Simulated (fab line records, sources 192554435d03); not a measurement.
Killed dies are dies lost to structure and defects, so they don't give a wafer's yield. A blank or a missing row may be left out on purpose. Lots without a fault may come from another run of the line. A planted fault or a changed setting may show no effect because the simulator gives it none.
Chamber matching | flow n5_finfet | N5_STI_FIN_REVEAL_ALD_00 on ald_sin-03: 4 sister chambers
The step deposits SiO2, target thk 1 nm, pulse time 1 s. 8 wafers are shown with their chamber, then 8 later ones without.

WAFERS WITH THEIR CHAMBER
wafer  | chamber | heater_power_w (W) | heater_power_outer_w (W)
L078.6 | 2       | 486                | 259
L079.1 | 3       | 439                | 253
L079.2 | 1       | 490                | 269
L079.4 | 0       | 416                | 259
L088.2 | 3       | 427                | 254
L088.4 | 2       | 457                | 255
L088.6 | 1       | 488                | 268
L091.1 | 0       | 412                | 243

WAFERS WITHOUT THEIR CHAMBER
wafer  | heater_power_w (W) | heater_power_outer_w (W)
L091.4 | 472                | 247
L091.5 | 489                | 273
L094.4 | 437                | 257
L094.5 | 483                | 263
L094.6 | 465                | 264
L096.1 | 411                | 244
L096.2 | 484                | 276
L096.3 | 437                | 257

WHICH CHAMBER EACH WENT THROUGH
wafer  | from the rows above     | in truth
L091.4 | can't be placed: 2 or 3 | 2
L091.5 | 1                       | 1
L094.4 | can't be placed: 3 or 0 | 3
L094.5 | can't be placed: 1 or 2 | 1
L094.6 | can't be placed: 2 or 1 | 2
L096.1 | can't be placed: 0 or 3 | 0
L096.2 | 1                       | 1
L096.3 | can't be placed: 3 or 0 | 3
Placed correctly: 2 of 8. Can't be placed from these rows: 6 (the true chamber is among the candidates in 6). Placed wrongly: 0.
How it was worked out, from the rows above alone: a wafer's distance from a chamber is the root of the sum, over the readings, of the square of ((its reading less the chamber's mean) divided by the reading's scatter). The wafer belongs to the nearest chamber; if the next one is less than 2 further off, it can't be placed. A chamber's mean is the mean of its shown wafers. The scatter: the root of (the sum of the squares of (reading less its chamber's mean) over the shown wafers, divided by (wafers less chambers)).
